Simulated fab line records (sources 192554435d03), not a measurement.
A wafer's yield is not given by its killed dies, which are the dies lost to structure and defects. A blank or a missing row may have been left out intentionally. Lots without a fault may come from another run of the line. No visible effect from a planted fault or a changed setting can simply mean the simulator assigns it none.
What tool caused it?    flow n5_finfet    24 lots with 72 wafers sampled at 6 steps, on a route of 1938 steps

## WHAT EACH GAUGE READ, for each wafer
The record lacks any reading of a measuring or inspecting step that a usual standard deviation could be used to judge.

## TOOL THAT RAN EACH LOT (tool first, then ch and the chambers of the sampled wafers, then the start)
lot   N5_BEOL_M7_ALD_77                    N5_BEOL_M8_ILD_DEP_00            N5_BEOL_M8_HM_DEP_02          N5_BEOL_M8_DESCUM_16                N5_BEOL_M8_STRIP_19                 N5_BEOL_M8_ETCH_72
L074  ald_metal-03 ch 1,2,3, day 9 13:43   pecvd-02 ch 0,2, day 9 15:17     pvd_sputter-03, day 9 16:55   rie_diel-05 ch 1,2,3, day 9 18:12   rie_diel-05 ch 1,3, day 9 18:36     rie_diel-01 ch 1,2, day 9 20:19
L075  ald_metal-02 ch 0,1,3, day 9 22:43   pecvd-01 ch 1,2, day 10 00:23    pvd_sputter-02, day 10 02:14  rie_diel-01 ch 0,1,3, day 10 03:14  rie_diel-01 ch 0,2,3, day 10 03:38  rie_diel-05 ch 0,1, day 10 05:55
L076  ald_metal-04 ch 1,2,3, day 9 23:20   pecvd-03 ch 1,2, day 10 01:00    pvd_sputter-01, day 10 02:32  rie_diel-02 ch 1,3, day 10 03:26    rie_diel-05 ch 1,3, day 10 03:49    rie_diel-02 ch 1,3, day 10 05:33
L077  ald_metal-02 ch 0,2,3, day 10 17:58  pecvd-03 ch 0,2, day 10 20:37    pvd_sputter-03, day 11 00:17  rie_diel-05 ch 1,3, day 11 00:45    rie_diel-05 ch 2,3, day 11 01:08    rie_diel-01 ch 1,3, day 11 03:05
L079  ald_metal-03 ch 0,1, day 11 04:44    pecvd-01 ch 0,2, day 11 06:42    pvd_sputter-02, day 11 09:08  rie_diel-02 ch 0,1,2, day 11 09:43  rie_diel-05 ch 1,2, day 11 10:13    rie_diel-02 ch 0,1, day 11 11:34
L078  ald_metal-04 ch 0,1,3, day 11 05:22  pecvd-01 ch 0,2, day 11 07:07    pvd_sputter-03, day 11 09:37  rie_diel-02 ch 0,2, day 11 10:15    rie_diel-05 ch 0,1, day 11 10:38    rie_diel-02 ch 0,1,2, day 11 11:58
L080  ald_metal-04 ch 0,3, day 11 09:03    pecvd-02 ch 0,1,2, day 11 10:44  pvd_sputter-03, day 11 12:45  rie_diel-05 ch 0,1,2, day 11 13:14  rie_diel-01 ch 1,2, day 11 13:36    rie_diel-01 ch 2,3, day 11 15:34
L082  ald_metal-03 ch 0,1, day 11 16:15    pecvd-01 ch 1,2, day 11 18:01    pvd_sputter-02, day 11 19:47  rie_diel-05 ch 0,1,2, day 11 21:32  rie_diel-01 ch 0,1,3, day 11 22:11  rie_diel-01 ch 0,1,3, day 11 22:51
L081  ald_metal-02 ch 1,2,3, day 11 16:19  pecvd-03 ch 0,1, day 11 18:05    pvd_sputter-02, day 11 19:53  rie_diel-01 ch 1,2, day 11 21:35    rie_diel-01 ch 2,3, day 11 22:13    rie_diel-05 ch 0,3, day 11 23:11
L083  ald_metal-04 ch 0,1,3, day 11 20:46  pecvd-01 ch 0,1,2, day 11 22:44  pvd_sputter-03, day 12 01:34  rie_diel-02 ch 0,2, day 12 02:08    rie_diel-02 ch 0,1, day 12 02:32    rie_diel-01 ch 0,2, day 12 04:42
L084  ald_metal-03 ch 0,3, day 12 02:13    pecvd-02 ch 1,2, day 12 04:17    pvd_sputter-02, day 12 05:56  rie_diel-01 ch 0,2, day 12 06:26    rie_diel-05 ch 0,2,3, day 12 06:49  rie_diel-02 ch 0,1, day 12 08:41
L085  ald_metal-03 ch 0,1,3, day 12 12:24  pecvd-02 ch 0,1,2, day 12 14:23  pvd_sputter-03, day 12 17:15  rie_diel-05 ch 0,2,3, day 12 17:48  rie_diel-02 ch 0,1,2, day 12 18:11  rie_diel-01 ch 0,1,3, day 12 20:41
L087  ald_metal-02 ch 0,1, day 12 18:57    pecvd-01 ch 0,1, day 12 22:22    pvd_sputter-01, day 12 23:49  rie_diel-05 ch 0,2,3, day 13 00:25  rie_diel-02 ch 0,1,3, day 13 00:48  rie_diel-01 ch 0,1,3, day 13 01:28
L086  ald_metal-04 ch 1,2,3, day 12 22:07  pecvd-02 ch 0,1, day 13 01:07    pvd_sputter-03, day 13 02:20  rie_diel-05 ch 1,2,3, day 13 02:55  rie_diel-02 ch 1,2,3, day 13 03:18  rie_diel-02 ch 0,1,3, day 13 04:30
L090  ald_metal-03 ch 0,3, day 13 08:02    pecvd-01 ch 0,2, day 13 09:52    pvd_sputter-02, day 13 11:00  rie_diel-05 ch 0,3, day 13 11:35    rie_diel-01 ch 0,2,3, day 13 11:58  rie_diel-01 ch 1,2,3, day 13 14:00
L089  ald_metal-03 ch 0,1,3, day 13 12:20  pecvd-01 ch 0,1,2, day 13 14:13  pvd_sputter-02, day 13 15:49  rie_diel-05 ch 0,2, day 13 16:25    rie_diel-01 ch 1,2, day 13 16:49    rie_diel-01 ch 1,2, day 13 17:28
L088  ald_metal-04 ch 0,1,2, day 13 16:54  pecvd-02 ch 0,1,2, day 13 19:04  pvd_sputter-03, day 13 20:12  rie_diel-05 ch 0,2, day 13 21:05    rie_diel-02 ch 0,2,3, day 13 21:28  rie_diel-05 ch 2,3, day 13 22:28
L093  ald_metal-03 ch 0,2,3, day 14 00:18  pecvd-01 ch 0,2, day 14 02:15    pvd_sputter-01, day 14 07:32  rie_diel-05 ch 2,3, day 14 08:00    rie_diel-01 ch 0,1,2, day 14 08:33  rie_diel-02 ch 1,2,3, day 14 09:44
L092  ald_metal-04 ch 1,2,3, day 14 02:05  pecvd-01 ch 0,1,2, day 14 03:49  pvd_sputter-02, day 14 07:47  rie_diel-01 ch 0,1,2, day 14 08:15  rie_diel-01 ch 1,2,3, day 14 08:38  rie_diel-02 ch 0,1,3, day 14 09:20
L091  ald_metal-03 ch 0,1,2, day 14 20:05  pecvd-02 ch 1,2, day 14 22:00    pvd_sputter-02, day 15 01:23  rie_diel-05 ch 1,3, day 15 02:01    rie_diel-05 ch 0,1,3, day 15 02:25  rie_diel-02 ch 1,2,3, day 15 05:10
L094  ald_metal-03 ch 2,3, day 15 00:49    pecvd-01 ch 1,2, day 15 02:27    pvd_sputter-01, day 15 04:21  rie_diel-05 ch 1,3, day 15 05:18    rie_diel-05 ch 0,1,3, day 15 05:49  rie_diel-02 ch 1,2,3, day 15 06:28
L096  ald_metal-02 ch 0,1, day 15 01:00    pecvd-01 ch 0,1,2, day 15 02:44  pvd_sputter-01, day 15 04:38  rie_diel-05 ch 0,3, day 15 05:33    rie_diel-02 ch 1,3, day 15 06:02    rie_diel-02 ch 2,3, day 15 07:20
L095  ald_metal-04 ch 0,2,3, day 15 05:51  pecvd-03 ch 1,2, day 15 07:38    pvd_sputter-03, day 15 09:34  rie_diel-05 ch 1,3, day 15 10:09    rie_diel-02 ch 1,2, day 15 10:32    rie_diel-05 ch 0,1,3, day 15 12:41
L097  ald_metal-04 ch 1,3, day 15 13:02    pecvd-03 ch 0,1, day 15 14:49    pvd_sputter-01, day 15 17:03  rie_diel-01 ch 0,1,3, day 15 17:31  rie_diel-02 ch 1,2, day 15 17:59    rie_diel-05 ch 0,3, day 15 18:40
- N5_BEOL_M7_ALD_77: deposits TaN, target thk 2 nm, pulse time 2 s, purge time 3 s.
- N5_BEOL_M8_ILD_DEP_00: deposits SiCOH lowk from DEMS/porogen, target thk 179.75 nm, time 33.4 s.
- N5_BEOL_M8_HM_DEP_02: deposits TiN, target thk 20 nm.
- N5_BEOL_M8_DESCUM_16: chemistry O2, time 7.9 s.
- N5_BEOL_M8_STRIP_19: strips in O2.
- N5_BEOL_M8_ETCH_72: etches underlayer in N2/H2, target depth 6.5 nm, time 5.2 s.

## WHAT THE TOOLS THEMSELVES READ (means of the sampled wafers that have a number; where no wafer has one, the mark that the record gives instead)
N5_BEOL_M7_ALD_77. Usual: heater_power_w 426 W, standard deviation 49.
lot   tool          heater_power_w (W)  flag
L074  ald_metal-03  423                 
L075  ald_metal-02  455                 
L076  ald_metal-04  450                 
L077  ald_metal-02  440                 
L079  ald_metal-03  394                 
L078  ald_metal-04  449                 
L080  ald_metal-04  442                 
L082  ald_metal-03  399                 
L081  ald_metal-02  443                 
L083  ald_metal-04  461                 
L084  ald_metal-03  353                 
L085  ald_metal-03  398                 
L087  ald_metal-02  488                 
L086  ald_metal-04  452                 
L090  ald_metal-03  355                 
L089  ald_metal-03  390                 
L088  ald_metal-04  409                 
L093  ald_metal-03  388                 
L092  ald_metal-04  456                 
L091  ald_metal-03  397                 
L094  ald_metal-03  419                 
L096  ald_metal-02  480                 
L095  ald_metal-04  439                 
L097  ald_metal-04  493                 

N5_BEOL_M8_ILD_DEP_00. Usual: heater_power_w 297 W, standard deviation 79; showerhead_plenum_p_Torr 5.739 Torr, standard deviation 0.016; throttle_valve_pct 13.9 %, standard deviation 1.
lot   tool      heater_power_w (W)  showerhead_plenum_p_Torr (Torr)  throttle_valve_pct (%)  flag
L074  pecvd-02  328                 5.757                            12.9                    
L075  pecvd-01  202                 5.743                            14.0                    
L076  pecvd-03  290                 5.708                            13.7                    
L077  pecvd-03  351                 5.726                            15.5                    
L079  pecvd-01  308                 5.733                            14.1                    
L078  pecvd-01  294                 5.739                            14.0                    
L080  pecvd-02  301                 5.754                            13.2                    
L082  pecvd-01  216                 5.738                            14.2                    
L081  pecvd-03  307                 5.721                            16.1                    
L083  pecvd-01  312                 5.734                            14.0                    
L084  pecvd-02  341                 5.744                            13.4                    
L085  pecvd-02  277                 5.753                            13.2                    
L087  pecvd-01  342                 5.727                            13.8                    
L086  pecvd-02  263                 5.758                            13.2                    
L090  pecvd-01  349                 5.729                            14.0                    
L089  pecvd-01  284                 5.734                            14.0                    
L088  pecvd-02  294                 5.752                            13.2                    
L093  pecvd-01  321                 5.724                            14.2                    
L092  pecvd-01  304                 5.735                            14.0                    
L091  pecvd-02  333                 5.740                            13.3                    
L094  pecvd-01  256                 5.741                            14.1                    
L096  pecvd-01  289                 5.736                            14.1                    
L095  pecvd-03  303                 5.726                            13.2                    
L097  pecvd-03  277                 5.733                            16.1                    

N5_BEOL_M8_HM_DEP_02. Usual: throttle_valve_pct 29.8 %, standard deviation 0.83.
lot   tool            throttle_valve_pct (%)  flag
L074  pvd_sputter-03  30.2                    
L075  pvd_sputter-02  30.4                    
L076  pvd_sputter-01  29.7                    
L077  pvd_sputter-03  29.6                    
L079  pvd_sputter-02  30.4                    
L078  pvd_sputter-03  29.7                    
L080  pvd_sputter-03  30.8                    
L082  pvd_sputter-02  30.2                    
L081  pvd_sputter-02  30.2                    
L083  pvd_sputter-03  30.2                    
L084  pvd_sputter-02  29.6                    
L085  pvd_sputter-03  30.0                    
L087  pvd_sputter-01  28.5                    
L086  pvd_sputter-03  29.6                    
L090  pvd_sputter-02  30.2                    
L089  pvd_sputter-02  30.1                    
L088  pvd_sputter-03  28.8                    
L093  pvd_sputter-01  29.2                    
L092  pvd_sputter-02  30.2                    
L091  pvd_sputter-02  30.3                    
L094  pvd_sputter-01  30.2                    
L096  pvd_sputter-01  28.5                    
L095  pvd_sputter-03  29.8                    
L097  pvd_sputter-01  29.1                    

N5_BEOL_M8_DESCUM_16. Usual: drypump_motor_current_A 5.8 A, standard deviation 0.51; oes_product_au 0.78 a.u., standard deviation 0.1; rf_vpp_V 243.1 V, standard deviation 1.4; showerhead_plenum_p_Torr 2.10 Torr, standard deviation 0.07; throttle_valve_pct 20.5 %, standard deviation 0.32.
lot   tool         drypump_motor_current_A (A)  oes_product_au (a.u.)  rf_vpp_V (V)  showerhead_plenum_p_Torr (Torr)  throttle_valve_pct (%)  flag
L074  rie_diel-05  5.4                          0.69                   243.8         2.13                             20.6                    
L075  rie_diel-01  6.2                          0.89                   244.1         2.16                             20.3                    
L076  rie_diel-02  5.9                          0.79                   242.0         2.02                             20.4                    
L077  rie_diel-05  5.3                          0.67                   244.5         2.15                             20.6                    
L079  rie_diel-02  5.6                          0.75                   241.5         2.06                             20.6                    
L078  rie_diel-02  5.4                          0.75                   242.8         2.08                             20.8                    
L080  rie_diel-05  5.6                          0.69                   242.3         2.08                             20.7                    
L082  rie_diel-05  5.7                          0.69                   242.8         2.08                             20.7                    
L081  rie_diel-01  6.0                          0.78                   244.6         2.18                             20.7                    
L083  rie_diel-02  5.5                          0.73                   242.4         2.08                             20.8                    
L084  rie_diel-01  5.9                          0.79                   244.6         2.20                             20.9                    
L085  rie_diel-05  5.9                          0.79                   243.6         2.07                             20.3                    
L087  rie_diel-05  5.9                          0.79                   242.5         2.07                             20.4                    
L086  rie_diel-05  5.4                          0.76                   243.0         2.12                             20.5                    
L090  rie_diel-05  5.9                          0.87                   243.7         2.09                             20.2                    
L089  rie_diel-05  6.2                          0.71                   241.5         2.02                             20.5                    
L088  rie_diel-05  6.0                          0.69                   242.5         2.04                             20.5                    
L093  rie_diel-05  5.8                          0.76                   242.9         2.08                             20.3                    
L092  rie_diel-01  6.2                          0.81                   243.5         2.19                             20.6                    
L091  rie_diel-05  5.1                          0.95                   244.3         2.15                             20.3                    
L094  rie_diel-05  5.3                          0.91                   243.6         2.14                             20.2                    
L096  rie_diel-05  6.1                          0.77                   242.2         2.04                             20.4                    
L095  rie_diel-05  5.0                          0.93                   243.8         2.14                             20.3                    
L097  rie_diel-01  6.2                          0.79                   243.7         2.14                             20.4                    

N5_BEOL_M8_STRIP_19. Usual: drypump_motor_current_A 5.8 A, standard deviation 0.47; oes_product_au 0.76 a.u., standard deviation 0.086; rf_vpp_V 3.7 V, standard deviation 0.66; showerhead_plenum_p_Torr 2.10 Torr, standard deviation 0.074; throttle_valve_pct 16.81 %, standard deviation 0.27.
lot   tool         drypump_motor_current_A (A)  oes_product_au (a.u.)  rf_vpp_V (V)  showerhead_plenum_p_Torr (Torr)  throttle_valve_pct (%)  flag
L074  rie_diel-05  5.1                          0.67                   3.5           2.16                             17.02                   
L075  rie_diel-01  5.9                          0.82                   2.9           2.17                             16.90                   
L076  rie_diel-05  5.0                          0.68                   3.5           2.16                             17.02                   
L077  rie_diel-05  5.8                          0.68                   3.8           2.10                             16.76                   
L079  rie_diel-05  5.1                          0.66                   3.6           2.14                             17.09                   
L078  rie_diel-05  5.3                          0.69                   4.6           2.12                             17.05                   
L080  rie_diel-01  6.3                          0.84                   4.0           2.17                             16.58                   
L082  rie_diel-01  6.2                          0.85                   3.9           2.16                             16.58                   
L081  rie_diel-01  5.7                          0.72                   3.5           2.11                             16.92                   
L083  rie_diel-02  5.5                          0.72                   3.4           2.05                             16.96                   
L084  rie_diel-05  6.0                          0.79                   3.7           2.07                             16.61                   
L085  rie_diel-02  5.6                          0.73                   4.0           2.06                             16.86                   
L087  rie_diel-02  5.7                          0.77                   3.4           2.04                             16.86                   
L086  rie_diel-02  5.8                          0.78                   3.3           2.05                             16.75                   
L090  rie_diel-01  5.9                          0.78                   4.2           2.16                             16.95                   
L089  rie_diel-01  6.0                          0.76                   4.4           2.18                             16.96                   
L088  rie_diel-02  5.7                          0.78                   3.6           2.08                             16.92                   
L093  rie_diel-01  6.2                          0.82                   3.4           2.19                             16.79                   
L092  rie_diel-01  6.0                          0.75                   3.7           2.13                             16.78                   
L091  rie_diel-05  5.6                          0.86                   3.4           2.10                             16.62                   
L094  rie_diel-05  5.6                          0.85                   3.4           2.10                             16.63                   
L096  rie_diel-02  5.9                          0.74                   3.4           2.00                             16.76                   
L095  rie_diel-02  5.8                          0.71                   4.1           2.02                             16.77                   
L097  rie_diel-02  5.8                          0.71                   3.3           2.02                             16.78                   

N5_BEOL_M8_ETCH_72. Usual: drypump_motor_current_A 5.8 A, standard deviation 0.41; etch_rf_on_time_s 5.24 s, standard deviation 0.15; oes_product_au 0.66 a.u., standard deviation 0.079; rf_vpp_V 523.7 V, standard deviation 2.6; showerhead_plenum_p_Torr 2.55 Torr, standard deviation 0.079; throttle_valve_pct 18.02 %, standard deviation 0.29.
lot   tool         drypump_motor_current_A (A)  etch_rf_on_time_s (s)  oes_product_au (a.u.)  rf_vpp_V (V)  showerhead_plenum_p_Torr (Torr)  throttle_valve_pct (%)  flag
L074  rie_diel-01  6.3                          5.15                   0.74                   524.9         2.63                             17.72                   
L075  rie_diel-05  5.9                          5.48                   0.60                   522.6         2.50                             18.11                   
L076  rie_diel-02  5.9                          5.22                   0.70                   521.9         2.49                             18.04                   
L077  rie_diel-01  6.0                          5.14                   0.67                   523.4         2.56                             17.79                   
L079  rie_diel-02  5.7                          5.30                   0.60                   521.8         2.48                             18.24                   
L078  rie_diel-02  5.6                          5.31                   0.62                   522.7         2.52                             18.19                   
L080  rie_diel-01  5.7                          5.12                   0.63                   523.4         2.56                             18.10                   
L082  rie_diel-01  6.2                          5.14                   0.72                   526.5         2.62                             17.80                   
L081  rie_diel-05  5.9                          5.32                   0.75                   524.3         2.55                             17.62                   
L083  rie_diel-01  5.9                          5.14                   0.68                   526.8         2.66                             18.23                   
L084  rie_diel-02  5.5                          5.26                   0.60                   521.7         2.50                             18.35                   
L085  rie_diel-01  6.2                          5.09                   0.72                   525.1         2.62                             17.80                   
L087  rie_diel-01  6.2                          5.14                   0.72                   524.6         2.62                             17.83                   
L086  rie_diel-02  5.7                          5.21                   0.64                   520.5         2.49                             18.22                   
L090  rie_diel-01  6.0                          5.15                   0.66                   525.2         2.58                             17.94                   
L089  rie_diel-01  6.0                          5.15                   0.65                   526.0         2.62                             18.06                   
L088  rie_diel-05  5.8                          5.09                   0.65                   523.2         2.52                             17.61                   
L093  rie_diel-02  5.8                          5.26                   0.65                   522.1         2.50                             18.10                   
L092  rie_diel-02  5.7                          5.28                   0.63                   522.4         2.49                             18.24                   
L091  rie_diel-02  5.8                          5.32                   0.64                   521.8         2.49                             18.12                   
L094  rie_diel-02  5.8                          5.33                   0.64                   522.2         2.49                             18.12                   
L096  rie_diel-02  5.8                          5.24                   0.68                   522.2         2.51                             18.06                   
L095  rie_diel-05  5.6                          5.30                   0.71                   524.1         2.54                             17.80                   
L097  rie_diel-05  6.2                          5.44                   0.65                   521.6         2.48                             17.87                   

## THE ANSWER, worked out from the rows above alone
Rule: take the mean of a lot's wafers that have a number; if it is more than 3 standard deviations from the usual mean, the lot is off. A lot without any number at a reading at which 4 lots or more have one is off too. Where the step has rows for the other lots, those lots are counted as sound. The gauges are gone through in route order, then the tools' own readings, and for those a lot's mean is taken as printed above. At the first step where some lot is off, the reading lying furthest off is the one used; lots without a number count as furthest.
Nothing can be told from this: no lot is off at any reading shown.

## WHAT HAD BEEN PUT IN BY THE SIMULATOR
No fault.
